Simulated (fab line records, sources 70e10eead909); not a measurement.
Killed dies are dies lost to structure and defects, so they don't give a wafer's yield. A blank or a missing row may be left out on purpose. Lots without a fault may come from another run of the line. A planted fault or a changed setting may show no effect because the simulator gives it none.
fab line records | flow nand_harc
record lots=7 wafers=21 last_day=24
route steps=1159 shown A_BONDPAD@1076 END@1159
lots that met no fault: from a run of the same line without faults
start_h: hours from the record's first day to the start of the lot's first wafer shown | wait_h: hours since the lot's step before | " the same as in the row above | L1.1+2: a row that stands for several wafers | - no value, or no start given | * or withheld: withheld | < > ~ a bound
route shown NAME@n: a module of which the file shows steps, and the number in the route of the first | usual: mean/standard deviation of fault-free wafers | same: alike in all rows | chamber/n: place in a boat | sites: the reading at each site | _std_site: their standard deviation | _edge_site: outer sites' mean less inner sites' | radius_mm: how far each site lies from the wafer's centre | mask NAME#n: copy n | behind: the tool/chamber that last shaped the wafer | hold: why the lot was held/for how many hours/how that ended | device: the transistor (n, p or np) that didn't switch | end of line: the same wafers' tests at the end of the route | a step without rows: its recipe alone | killed: dies lost to structure and defects at the first sort, not the wafer's yield | map: a wafer's dies, x killed, . not, _ none there
set.NAME: the setting as run; set.NAME@STEP: as run at that earlier step | model.NAME: the simulator's own value behind a step, which no gauge read
lots at some steps of the route; a table a step, a row a wafer
services: from which hour (start_h, from the record's first day; less than 0 if before it) a tool's chamber was out of use, for how many hours, and why
## steps
# step NHARC_A_BONDPAD_ETCH_34
# recipe target_depth_a=600 overetch_a=180 time_s=65.91 ion_energy_ev=200 n2_flow_sccm=150 h2_flow_sccm=150 ar_flow_sccm=0 rf_w=400 bias_w=150 chemistry=N2/H2
# usual drypump_motor_current_A=5.8/0.38 oes_product_au=0.995/0.0066 rf_vpp_V=429.8/2.8 showerhead_plenum_p_Torr=2.01/0.1 throttle_valve_pct=14.173/0.0086
# columns lot.wafer tool chamber start_h wait_h drypump_motor_current_A oes_product_au rf_hours_counter_h rf_vpp_V showerhead_plenum_p_Torr throttle_valve_pct
L698.1 rie_diel-03 3 462.63 0.1 6.3 1.008 2 433.4 2.16 14.179
L698.2 " 1 " " 5.7 1.002 2 430.0 2.00 14.171
L698.5 " 3 " " 6.3 0.998 - 433.9 2.16 14.160
L702.3 rie_diel-03 0 462.94 0.1 5.5 0.992 3 430.6 2.04 14.186
L702.2 " 1 " " 5.6 0.985 2 428.7 2.00 14.169
L702.6 " 0 " " 5.5 0.998 - 429.1 2.04 14.180
L703.2 rie_diel-03 2 465.37 0.1 6.2 0.996 3 427.5 1.90 14.175
L703.1 " 3 " " 6.3 1.006 3 434.1 2.16 14.166
L703.5 " 2 " " 6.1 1.002 - 427.5 1.90 14.169
L706.2 rie_diel-03 0 471.78 0.1 5.5 0.991 3 431.5 2.05 14.170
L706.4 " 1 " " 5.6 0.995 3 428.2 2.00 14.159
L706.6 " 2 " " 6.2 0.986 - 426.2 1.90 14.178
L708.2 rie_diel-09 1 519.01 0.1 5.0 0.983 25 428.0 1.92 14.180
L708.1 " 2 " " 6.4 1.003 24 431.2 2.08 14.179
L708.3 " 3 " " 5.4 0.999 25 431.2 2.04 14.164
L711.4 rie_diel-03 0 524.49 0.1 5.5 0.976 5 430.3 2.04 14.180
L711.1 " 3 " " 6.3 0.992 5 431.7 2.16 14.166
L711.5 " 0 " " 5.5 0.984 - 430.5 2.04 14.171
L714.1 rie_diel-03 0 543.79 0.1 5.5 0.992 6 429.8 2.04 14.159
L714.6 " 0 " " 5.5 0.982 - 432.1 2.04 14.187
L714.5 " 1 " " 5.6 0.997 - 428.7 2.00 14.177
# step NHARC_A_BONDPAD_ETCH_12
# recipe target_depth_a=2200 time_s=110 chf3_flow_sccm=50 o2_flow_sccm=10 ar_flow_sccm=200 rf_w=500 bias_w=200 chemistry=CHF3/O2
# step NHARC_A_BONDPAD_CD_MEAS_13
# usual cd_nm=500.4/2.4
# columns lot.wafer tool chamber start_h wait_h cd_nm
L698.1 cd_sem-01 - 462.86 - 500.3
L698.2 " - " " 501.2
L698.5 " - " " 500.3
L702.2 cd_sem-03 - 463.16 - 503.0
L702.3 " - " " 502.4
L702.6 " - " " 501.8
L703.1 cd_sem-01 - 465.60 - 498.9
L703.2 " - " " 498.9
L703.5 " - " " 500.6
L706.2 cd_sem-02 - 472.00 - 499.4
L706.4 " - " " 498.5
L706.6 " - " " 503.4
L708.1 cd_sem-03 - 519.24 - 499.3
L708.2 " - " " 502.7
L708.3 " - " " 499.0
L711.1 cd_sem-02 - 524.76 - 500.8
L711.4 " - " " 499.2
L711.5 " - " " 503.0
L714.1 cd_sem-02 - 544.18 - 501.1
L714.5 " - " " 500.5
L714.6 " - " " 500.4
# step NHARC_A_BONDPAD_STRIP_15
# recipe o2_flow_sccm=500 ar_flow_sccm=0 bias_w=0 chemistry=O2
# step NHARC_A_BONDPAD_ETCH_24
# recipe target_depth_a=300 over_etch_frac=0.3 time_s=72.99 ion_energy_ev=150 cf4_flow_sccm=50 n2_flow_sccm=100 ar_flow_sccm=150 rf_w=300 bias_w=100 chemistry=CF4/N2
# step NHARC_A_BONDPAD_STRIP_16
# recipe time_s=600 temp_c=30 chemistry=post_etch_residue_remover
# step NHARC_A_BONDPAD_DEGAS_25
# recipe temp_c=300 time_s=60
# usual heater_power_w=491/50
# columns lot.wafer tool chamber start_h wait_h heater_power_w
L698.2 pvd_sputter-01 - 463.51 - 515
L698.1 " - " " 443
L698.5 " - " " 438
L702.2 pvd_sputter-01 - 463.81 - 455
L702.3 " - " " 481
L702.6 " - " " 443
L703.1 pvd_sputter-01 - 466.23 - 511
L703.2 " - " " 431
L703.5 " - " " 472
L706.2 pvd_sputter-03 - 472.68 - 605
L706.4 " - " " 405
L706.6 " - " " 604
L708.3 pvd_sputter-02 - 519.88 - 404
L708.2 " - " " 543
L708.1 " - " " 507
L711.1 pvd_sputter-01 - 525.52 - 491
L711.4 " - " " 510
L711.5 " - " " 506
L714.1 pvd_sputter-02 - 544.82 - 542
L714.6 " - " " 520
L714.5 " - " " 516
# step NHARC_A_BONDPAD_PRE_CLEAN_26
# recipe time_s=30 temp_c=280 gas=H2/He
# usual heater_power_w=427/43
# columns lot.wafer tool chamber start_h wait_h heater_power_w
L698.1 pvd_sputter-01 - - - 412
L698.2 " - " " 429
L698.5 " - " " 399
L702.3 pvd_sputter-01 - - - 403
L702.2 " - " " 438
L702.6 " - " " 394
L703.1 pvd_sputter-01 - - - 446
L703.2 " - " " 384
L703.5 " - " " 408
L706.4 pvd_sputter-03 - - - 369
L706.2 " - " " 410
L706.6 " - " " 362
L708.3 pvd_sputter-02 - - - 476
L708.1 " - " " 448
L708.2 " - " " 362
L711.4 pvd_sputter-01 - - - 406
L711.1 " - " " 431
L711.5 " - " " 408
L714.1 pvd_sputter-02 - - - 451
L714.5 " - " " 447
L714.6 " - " " 362
# step NHARC_A_BONDPAD_PVD_17
# recipe target_thk_a=50 bias_v=168.6 power_w=15000 chamber_pressure_pa=0.12 time_s=8.06 substrate_temp_c=50 material=TaN
# step NHARC_A_BONDPAD_PVD_27
# recipe target_thk_a=300 chamber_pressure_pa=5 power_w=5000 substrate_temp_c=30 time_s=20.49 material=Cu
# usual throttle_valve_pct=29.7/0.88
# columns lot.wafer tool chamber start_h wait_h throttle_valve_pct
L698.1 pvd_sputter-01 - - - 29.8
L698.2 " - " " 30.2
L698.5 " - " " 30.1
L702.3 pvd_sputter-01 - - - 30.2
L702.2 " - " " 29.8
L702.6 " - " " 29.7
L703.2 pvd_sputter-01 - - - 30.4
L703.1 " - " " 31.1
L703.5 " - " " 30.4
L706.4 pvd_sputter-03 - - - 28.8
L706.2 " - " " 31.6
L706.6 " - " " 29.1
L708.1 pvd_sputter-02 - - - 30.1
L708.2 " - " " 28.9
L708.3 " - " " 28.3
L711.4 pvd_sputter-01 - - - 29.5
L711.1 " - " " 29.6
L711.5 " - " " 29.8
L714.1 pvd_sputter-02 - - - 28.7
L714.6 " - " " 29.0
L714.5 " - " " 30.1
# step NHARC_A_BONDPAD_ECD_18
# recipe target_thk_a=4000 bath_temp_c=25 material=Cu
# step NHARC_A_BONDPAD_ANNEAL_28
# recipe temp_c=225 time_s=90
# usual anneal_temp_c_max=226.7/0.42 wafer_temp_C_max=225.99/0.29
# columns lot.wafer tool chamber start_h wait_h anneal_temp_c_max wafer_temp_C_max
L698.1 rtp_anneal-02 0 464.30 - 227.2 225.69
L698.2 " 0 " " 227.9 225.46
L698.5 " 0 " " 227.4 225.73
L702.2 rtp_anneal-02 0 464.66 0.4 226.2 225.77
L702.3 " 0 " " 227.2 225.62
L702.6 " 0 " " 227.6 225.75
L703.1 rtp_anneal-01 0 466.96 0.3 226.3 225.93
L703.2 " 0 " " 226.6 226.19
L703.5 " 0 " " 226.7 225.97
L706.2 rtp_anneal-02 0 473.46 - 226.9 225.55
L706.4 " 0 " " 226.6 226.04
L706.6 " 0 " " 226.5 226.06
L708.1 rtp_anneal-01 0 520.61 - 226.4 226.28
L708.2 " 0 " " 226.3 225.83
L708.3 " 0 " " 227.1 225.94
L711.1 rtp_anneal-02 0 526.26 0.3 226.8 225.80
L711.4 " 0 " " 227.1 225.83
L711.5 " 0 " " 227.6 226.45
L714.1 rtp_anneal-01 0 545.57 0.3 226.0 226.20
L714.5 " 0 " " 226.3 226.93
L714.6 " 0 " " 226.7 226.06
# step NHARC_A_BONDPAD_CMP_19
# recipe t_overpolish_s=30 cu_recess_touch_s=16 target_thk_nm=169.8
# usual cu_recess_touch_s=16/0 edge_zone_pressure_frac=1.000/0.005 motor_current_A=12.5/1.3 overpolish_run_s=30.000/0.0088
# columns lot.wafer tool chamber start_h wait_h cu_recess_touch_s edge_zone_pressure_frac motor_current_A overpolish_run_s
L698.1 cmp-03 3 464.67 - 16 1.002 12.2 29.989
L698.2 " 0 " " 16 1.001 12.6 29.994
L698.5 " 3 " " 16 1.000 11.5 29.980
L702.3 cmp-01 3 464.98 - - - - -
L702.2 " 0 " " - - - -
L702.6 " 3 " " - - - -
L703.2 cmp-02 2 467.30 - - - - -
L703.1 " 3 " " - - - -
L703.5 " 2 " " - - - -
L706.4 cmp-02 3 473.81 - - - - -
L706.2 " 0 " " - - - -
L706.6 " 2 " " - - - -
L708.1 cmp-01 2 520.96 - 16 0.991 10.9 30.007
L708.2 " 0 " " 16 1.004 12.6 29.994
L708.3 " 1 " " 16 1.002 15.5 29.998
L711.4 cmp-03 2 526.61 - 16 0.999 12.7 29.990
L711.1 " 0 " " 16 1.001 12.7 30.007
L711.5 " 3 " " 16 0.989 11.9 30.022
L714.1 cmp-01 3 545.97 - 16 1.008 14.1 30.008
L714.6 " 2 " " 16 1.005 10.9 30.007
L714.5 " 3 " " 16 1.001 13.6 29.998
# step NHARC_A_BONDPAD_THK_MEAS_20
# recipe thk_meas_gauge=xrf
# usual thk_nm=169.4/1.5
# columns lot.wafer tool chamber start_h wait_h thk_nm
L698.1 film_metro-02 - 464.97 - 168.5
L698.2 " - " " 168.9
L698.5 " - " " 166.4
L702.2 film_metro-02 - 465.31 0.3 397.4
L702.3 " - " " 392.5
L702.6 " - " " 393.3
L703.1 film_metro-02 - 467.63 0.3 396.7
L703.2 " - " " 401.7
L703.5 " - " " 401.2
L706.2 film_metro-01 - 474.08 0.2 399.7
L706.4 " - " " 402.0
L706.6 " - " " 405.7
L708.1 film_metro-02 - 521.28 - 171.1
L708.2 " - " " 175.2
L708.3 " - " " 171.3
L711.1 film_metro-01 - 526.93 - 169.4
L711.4 " - " " 170.2
L711.5 " - " " 169.3
L714.1 film_metro-01 - 546.27 - 169.8
L714.5 " - " " 169.4
L714.6 " - " " 168.9
# step NHARC_A_BONDPAD_SRD_21
# recipe time_s=30 temp_c=23 dry_time_s=20 spin_rpm=1500
# step NHARC_A_BONDPAD_INSPECT_23
# usual raw_defect_count=440/110
# columns lot.wafer tool chamber start_h wait_h raw_defect_count
L698.1 defect_inspect-02 - 465.17 0.0 470
L698.2 " - " " 363
L698.5 " - " " 441
L702.2 defect_inspect-01 - 465.54 0.0 3246
L702.3 " - " " 3232
L702.6 " - " " 3226
L703.1 defect_inspect-01 - 467.85 0.0 3303
L703.2 " - " " 3191
L703.5 " - " " 3209
L706.2 defect_inspect-02 - 474.28 0.0 3166
L706.4 " - " " 3182
L706.6 " - " " 3125
L708.1 defect_inspect-02 - 521.49 0.0 370
L708.2 " - " " 354
L708.3 " - " " 343
L711.1 defect_inspect-01 - 527.14 0.0 504
L711.4 " - " " 328
L711.5 " - " " 539
L714.1 defect_inspect-02 - 546.47 0.0 389
L714.5 " - " " 412
L714.6 " - " " 445
# step NHARC_END_SORT_01
# recipe temp_c=25
# usual defect_limited_yield=95.7/1.5 killed_at_array=25/9.5 killed_at_other=0.8/1.2 killed_at_periphery=3.4/2.2 killed_dies=29/10 killed_open=3.3/1.8 killed_short=2.1/1.4 sort_bin_2_pct=1.4/0.63 sort_bin_3_pct=0.22/0.2 sort_bin_4_pct=2.7/0.96 sort_n_pass=648/10 sort_rim_yield_pct=95.6/2.8 sort_yield_pct=95.7/1.5
# same gross_dies=677 sort_bin_5_pct[%]=0 sort_bin_6_pct[%]=0 sort_bin_7_pct[%]=0 sort_bin_8_pct[%]=0 sort_rim_n_gross=106.00
# columns lot.wafer tool chamber start_h wait_h defect_limited_yield[%] killed_at_array killed_at_other killed_at_periphery killed_dies killed_open killed_short sort_bin_2_pct[%] sort_bin_3_pct[%] sort_bin_4_pct[%] sort_n_pass sort_rim_yield_pct[%] sort_yield_pct[%]
L698.1 prober-01 0 495.30 2.5 98.5 8 0 2 10 5 2 0.3 0 1.2 667 96.2 98.5
L698.2 prober-01 0 496.09 2.8 98.5 9 1 0 10 2 2 0.4 0 1.0 667 99.1 98.5
L698.5 prober-01 0 498.47 3.7 97.3 15 0 3 18 9 3 0.9 0 1.8 659 99.1 97.3
L703.1 prober-02 0 503.23 2.5 0 672 0 5 677 4 5 3.0 93.50 3.5 0 0 0
L703.2 prober-02 0 504.02 2.8 0 675 0 2 677 4 2 1.0 95.86 3.1 0 0 0
L703.5 prober-02 0 506.41 3.7 0 674 0 3 677 4 1 1.6 95.27 3.1 0 0 0
L702.2 prober-01 0 503.86 2.8 0 672 0 5 677 3 1 1.3 95.86 2.8 0 0 0
L702.3 prober-01 0 504.65 3.1 0 675 0 2 677 2 0 2.2 96.01 1.8 0 0 0
L702.6 prober-01 0 507.05 4.0 0 673 0 4 677 1 3 1.3 96.31 2.4 0 0 0
L706.2 prober-02 0 511.78 2.8 0 673 0 4 677 1 3 0.7 96.75 2.5 0 0 0
L706.4 prober-02 0 513.40 3.4 0 676 0 1 677 3 2 0.6 97.34 2.1 0 0 0
L706.6 prober-02 0 515.02 4.1 0 673 0 4 677 2 2 1.9 96.45 1.6 0 0 0
L708.1 prober-01 0 553.50 2.5 98.4 8 0 3 11 2 2 0.4 0 1.2 666 99.1 98.4
L708.2 prober-01 0 554.29 2.8 96.5 22 0 2 24 4 2 1.0 0.15 2.4 653 95.3 96.5
L708.3 prober-01 0 555.08 3.1 96.5 20 2 2 24 3 6 0.9 0.15 2.5 653 97.2 96.5
L711.1 prober-02 0 558.23 2.5 95.7 29 0 0 29 1 2 0.7 0.30 3.2 648 97.2 95.7
L711.4 prober-02 0 560.65 3.4 96.6 22 0 1 23 0 0 0.7 0.30 2.4 654 99.1 96.6
L711.5 prober-02 0 561.45 3.7 95.3 31 0 1 32 4 7 1.6 0.44 2.7 645 95.3 95.3
L714.1 prober-01 0 583.46 2.5 96.8 19 0 3 22 4 3 0.9 0.15 2.2 655 94.3 96.8
L714.5 prober-01 0 586.63 3.7 96.9 17 1 3 21 1 3 1.0 0 2.1 656 100.0 96.9
L714.6 prober-01 0 587.43 4.0 96.0 22 0 5 27 5 3 1.2 0 2.8 650 93.4 96.0
# killed by level:class
L698.1 A_M0:geometric_particle:open=3 P_M0:geometric_particle:open=2 A_CHANNEL_HOLE_D1:chamber_film_flake=2 A_ONON_D1:geometric_particle:short=1 A_SGD_CUT:geometric_particle:short=1 A_WL_FILL:chamber_film_flake=1
L698.2 A_CHANNEL_HOLE_D1:chamber_film_flake=4 A_SLIT:geometric_particle:short=1 A_CONTACT:geometric_particle:open=1 A_CONTACT:geometric_particle:short=1 A_BLC:geometric_particle:open=1 A_CONTACT:chamber_film_flake=1 THIN_TSV:chamber_film_flake=1
L698.5 A_CONTACT:geometric_particle:open=3 A_CHANNEL_HOLE_D1:chamber_film_flake=3 A_ONON_D1:geometric_particle:open=2 P_ZERO_WELL:chamber_film_flake=2 P_CONTACT:geometric_particle:open=1 A_ONON_D1:geometric_particle:short=1 A_SLIT:geometric_particle:open=1 A_WL_FILL:geometric_particle:short=1
L703.1 A_BONDPAD:area_cmp=629 A_SLIT:chamber_film_flake=16 A_CHANNEL_HOLE_D1:chamber_film_flake=13 A_CONTACT:chamber_film_flake=4 A_M0:geometric_particle:open=2 A_STAIRCASE:chamber_film_flake=2 P_GATE:geometric_particle:open=1 P_GATE:geometric_particle:short=1
L702.2 A_BONDPAD:area_cmp=648 A_CHANNEL_HOLE_D1:chamber_film_flake=16 P_CONTACT:chamber_film_flake=4 A_CONTACT:chamber_film_flake=3 P_M0:geometric_particle:open=1 A_CONTACT:geometric_particle:open=1 A_M0:geometric_particle:open=1 A_M0:geometric_particle:short=1
L703.2 A_BONDPAD:area_cmp=645 A_CHANNEL_HOLE_D1:chamber_film_flake=16 A_CONTACT:chamber_film_flake=5 A_SLIT:chamber_film_flake=4 A_WL_FILL:geometric_particle:open=3 P_M2:geometric_particle:open=1 A_STAIRCASE:geometric_particle:short=1 A_WL_FILL:geometric_particle:short=1
L702.3 A_BONDPAD:area_cmp=648 A_CHANNEL_HOLE_D1:chamber_film_flake=20 A_CONTACT:chamber_film_flake=4 P_CONTACT:chamber_film_flake=2 A_ONON_D1:geometric_particle:open=1 A_SGD_CUT:chamber_film_flake=1 A_CONTACT:geometric_particle:open=1
L703.5 A_BONDPAD:area_cmp=643 A_CHANNEL_HOLE_D1:chamber_film_flake=20 A_SLIT:chamber_film_flake=4 A_CONTACT:chamber_film_flake=4 P_CONTACT:geometric_particle:open=1 P_M0:geometric_particle:open=1 P_M1:geometric_particle:open=1 A_ONON_D1:geometric_particle:open=1
L702.6 A_BONDPAD:area_cmp=649 A_CHANNEL_HOLE_D1:chamber_film_flake=18 P_CONTACT:chamber_film_flake=2 A_CONTACT:chamber_film_flake=2 P_CONTACT:geometric_particle:short=1 A_CHANNEL_HOLE_D1:geometric_particle:short=1 A_SGD_CUT:geometric_particle:short=1 A_CONTACT:geometric_particle:open=1
L706.2 A_BONDPAD:area_cmp=655 A_SLIT:chamber_film_flake=10 P_STI:chamber_film_flake=2 P_GATE:chamber_film_flake=2 A_CHANNEL_HOLE_D1:chamber_film_flake=2 A_CONTACT:chamber_film_flake=2 A_CHANNEL_HOLE_D1:geometric_particle:short=1 A_CHANNEL_FILL_D1:geometric_particle:open=1
L706.4 A_BONDPAD:area_cmp=659 A_SLIT:chamber_film_flake=7 A_WL_FILL:geometric_particle:short=2 A_CONTACT:chamber_film_flake=2 A_CHANNEL_FILL_D1:geometric_particle:open=1 A_WL_FILL:geometric_particle:open=1 A_M1:geometric_particle:open=1 P_STI:chamber_film_flake=1
L706.6 A_BONDPAD:area_cmp=651 A_SLIT:chamber_film_flake=13 P_M0:chamber_film_flake=2 A_CHANNEL_HOLE_D1:chamber_film_flake=2 A_STAIRCASE:chamber_film_flake=2 A_CONTACT:chamber_film_flake=2 P_M0:geometric_particle:open=1 A_ONON_D1:geometric_particle:short=1
L708.1 A_STAIRCASE:chamber_film_flake=2 A_CONTACT:chamber_film_flake=2 P_CONTACT:geometric_particle:short=1 P_M0:geometric_particle:open=1 A_CONTACT:geometric_particle:open=1 A_M1:geometric_particle:short=1 P_GATE:chamber_film_flake=1 A_CHANNEL_HOLE_D1:chamber_film_flake=1
L708.2 A_CHANNEL_HOLE_D1:chamber_film_flake=6 A_CONTACT:chamber_film_flake=4 A_STAIRCASE:chamber_film_flake=3 A_ZERO_WELL:chamber_film_flake=2 P_CONTACT:geometric_particle:short=1 P_CONTACT:geometric_particle:open=1 A_CHANNEL_FILL_D1:geometric_particle:short=1 A_CHANNEL_FILL_D1:geometric_particle:open=1
L708.3 A_CHANNEL_HOLE_D1:chamber_film_flake=4 A_STAIRCASE:chamber_film_flake=4 A_CHANNEL_FILL_D1:geometric_particle:short=3 A_WL_FILL:chamber_film_flake=2 THIN_TSV:chamber_film_flake=2 P_CONTACT:geometric_particle:short=1 A_ONON_D1:geometric_particle:open=1 A_WL_FILL:geometric_particle:short=1
L711.1 A_CHANNEL_HOLE_D1:chamber_film_flake=20 A_CONTACT:chamber_film_flake=3 A_ONON_D1:geometric_particle:open=1 A_CHANNEL_HOLE_D1:geometric_particle:short=1 A_WL_FILL:geometric_particle:short=1 A_STAIRCASE:chamber_film_flake=1 A_WL_FILL:chamber_film_flake=1 A_BLC:chamber_film_flake=1
L711.4 A_CHANNEL_HOLE_D1:chamber_film_flake=16 A_STAIRCASE:chamber_film_flake=2 A_CONTACT:chamber_film_flake=2 P_CONTACT:chamber_film_flake=1 A_ZERO_WELL:chamber_film_flake=1 A_WL_FILL:chamber_film_flake=1
L711.5 A_CHANNEL_HOLE_D1:chamber_film_flake=14 A_CONTACT:geometric_particle:open=4 A_CONTACT:chamber_film_flake=3 A_CHANNEL_HOLE_D1:geometric_particle:short=2 A_M1:geometric_particle:short=2 A_STAIRCASE:chamber_film_flake=2 A_WL_FILL:chamber_film_flake=2 P_CONTACT:geometric_particle:short=1
L714.1 A_CHANNEL_HOLE_D1:chamber_film_flake=7 A_ONON_D1:geometric_particle:short=2 P_M1:chamber_film_flake=2 A_STAIRCASE:chamber_film_flake=2 A_CONTACT:chamber_film_flake=2 A_ONON_D1:geometric_particle:open=1 A_WL_FILL:geometric_particle:short=1 A_WL_FILL:geometric_particle:open=1
L714.5 A_CHANNEL_HOLE_D1:chamber_film_flake=10 A_STAIRCASE:chamber_film_flake=2 A_CONTACT:chamber_film_flake=2 P_M1:geometric_particle:open=1 A_ONON_D1:geometric_particle:short=1 A_CHANNEL_FILL_D1:geometric_particle:short=1 STARTING-WAFER:geometric_particle:short=1 P_ZERO_WELL:chamber_film_flake=1
L714.6 A_STAIRCASE:chamber_film_flake=6 P_M1:chamber_film_flake=4 A_CHANNEL_HOLE_D1:chamber_film_flake=4 A_CONTACT:chamber_film_flake=3 A_CHANNEL_FILL_D1:geometric_particle:open=2 A_CONTACT:geometric_particle:open=2 A_CHANNEL_HOLE_D1:geometric_particle:short=1 A_SGD_CUT:geometric_particle:short=1
# map L702.2 (x killed, . not)
____________x____________
_________xxxxxxx_________
_______xxxxxxxxxxx_______
______xxxxxxxxxxxxx______
_____xxxxxxxxxxxxxxx_____
____xxxxxxxxxxxxxxxxx____
____xxxxxxxxxxxxxxxxx____
___xxxxxxxxxxxxxxxxxxx___
___xxxxxxxxxxxxxxxxxxx___
__xxxxxxxxxxxxxxxxxxxxx__
__xxxxxxxxxxxxxxxxxxxxx__
_xxxxxxxxxxxxxxxxxxxxxxx_
_xxxxxxxxxxxxxxxxxxxxxxx_
_xxxxxxxxxxxxxxxxxxxxxxx_
_xxxxxxxxxxxxxxxxxxxxxxx_
_xxxxxxxxxxxxxxxxxxxxxxx_
xxxxxxxxxxxxxxxxxxxxxxxxx
xxxxxxxxxxxxxxxxxxxxxxxxx
xxxxxxxxxxxxxxxxxxxxxxxxx
xxxxxxxxxxxxxxxxxxxxxxxxx
xxxxxxxxxxxxxxxxxxxxxxxxx
_xxxxxxxxxxxxxxxxxxxxxxx_
_xxxxxxxxxxxxxxxxxxxxxxx_
_xxxxxxxxxxxxxxxxxxxxxxx_
_xxxxxxxxxxxxxxxxxxxxxxx_
_xxxxxxxxxxxxxxxxxxxxxxx_
__xxxxxxxxxxxxxxxxxxxxx__
__xxxxxxxxxxxxxxxxxxxxx__
___xxxxxxxxxxxxxxxxxxx___
___xxxxxxxxxxxxxxxxxxx___
____xxxxxxxxxxxxxxxxx____
____xxxxxxxxxxxxxxxxx____
_____xxxxxxxxxxxxxxx_____
______xxxxxxxxxxxxx______
_______xxxxxxxxxxx_______
_________xxxxxxx_________
____________x____________
# map L703.1 (x killed, . not)
____________x____________
_________xxxxxxx_________
_______xxxxxxxxxxx_______
______xxxxxxxxxxxxx______
_____xxxxxxxxxxxxxxx_____
____xxxxxxxxxxxxxxxxx____
____xxxxxxxxxxxxxxxxx____
___xxxxxxxxxxxxxxxxxxx___
___xxxxxxxxxxxxxxxxxxx___
__xxxxxxxxxxxxxxxxxxxxx__
__xxxxxxxxxxxxxxxxxxxxx__
_xxxxxxxxxxxxxxxxxxxxxxx_
_xxxxxxxxxxxxxxxxxxxxxxx_
_xxxxxxxxxxxxxxxxxxxxxxx_
_xxxxxxxxxxxxxxxxxxxxxxx_
_xxxxxxxxxxxxxxxxxxxxxxx_
xxxxxxxxxxxxxxxxxxxxxxxxx
xxxxxxxxxxxxxxxxxxxxxxxxx
xxxxxxxxxxxxxxxxxxxxxxxxx
xxxxxxxxxxxxxxxxxxxxxxxxx
xxxxxxxxxxxxxxxxxxxxxxxxx
_xxxxxxxxxxxxxxxxxxxxxxx_
_xxxxxxxxxxxxxxxxxxxxxxx_
_xxxxxxxxxxxxxxxxxxxxxxx_
_xxxxxxxxxxxxxxxxxxxxxxx_
_xxxxxxxxxxxxxxxxxxxxxxx_
__xxxxxxxxxxxxxxxxxxxxx__
__xxxxxxxxxxxxxxxxxxxxx__
___xxxxxxxxxxxxxxxxxxx___
___xxxxxxxxxxxxxxxxxxx___
____xxxxxxxxxxxxxxxxx____
____xxxxxxxxxxxxxxxxx____
_____xxxxxxxxxxxxxxx_____
______xxxxxxxxxxxxx______
_______xxxxxxxxxxx_______
_________xxxxxxx_________
____________x____________
## services
# columns tool chamber start_h hours kind
cmp-03 - 450.14 4.0 pm
rie_diel-03 0 450.33 - clean
rie_diel-03 1 450.33 - clean
rie_diel-03 2 450.33 - clean
rie_diel-03 3 450.33 - clean
cmp-02 - 452.79 3.0 repair
rie_diel-09 2 454.39 10.1 repair
pvd_sputter-03 - 458.01 10.0 pm
rie_diel-03 0 474.83 - clean
rie_diel-03 1 474.83 - clean
rie_diel-03 2 474.83 - clean
rie_diel-03 3 474.83 - clean
cmp-01 - 476.75 4.0 pm
cmp-01 - 491.82 1.9 repair
cmp-01 - 498.25 0.6 repair
rie_diel-03 0 499.33 - clean
rie_diel-03 1 499.33 - clean
rie_diel-03 2 499.33 - clean
rie_diel-09 1 500.51 1.6 repair
pvd_sputter-01 - 514.02 10.0 pm
cmp-02 - 520.50 4.0 pm
rie_diel-03 1 526.19 13.8 repair
rie_diel-09 1 533.14 6.1 repair
cmp-01 - 537.49 0.3 repair
## key
first_sign step=NHARC_A_BONDPAD_CMP_19 reading=tool_record direction=missing
effect step=NHARC_A_BONDPAD_THK_MEAS_20 reading=thk_nm direction=up sigmas=99+ usual=169.4 struck=398.9
effect step=NHARC_A_BONDPAD_INSPECT_23 reading=raw_defect_count direction=up sigmas=26 usual=440 struck=3209
effect step=NHARC_END_SORT_01 reading=sort_bin_3_pct direction=up sigmas=99+ usual=0.22 struck=95.93
more_kills_born_at NHARC_A_BONDPAD_CMP_19@cmp-02=3882 NHARC_A_BONDPAD_CMP_19@cmp-01=1945
met_at NHARC_A_BONDPAD_CMP_19
struck_wafers L702.2,L702.3,L702.6,L703.1,L703.2,L703.5,L706.2,L706.4,L706.6
later_rows_left_out L702.2,L702.3,L702.6,L703.1,L703.2,L703.5,L706.2,L706.4,L706.6
fault kind=skipped_step_whole tool=cmp-01,cmp-02 chamber=- onset_h=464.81 steps=NHARC_A_BONDPAD_CMP_19 scope=struck_lots_only
# later_rows_left_out: the simulator's readings of these wafers behind a module that went badly wrong aren't trusted and aren't shown, but for the sort
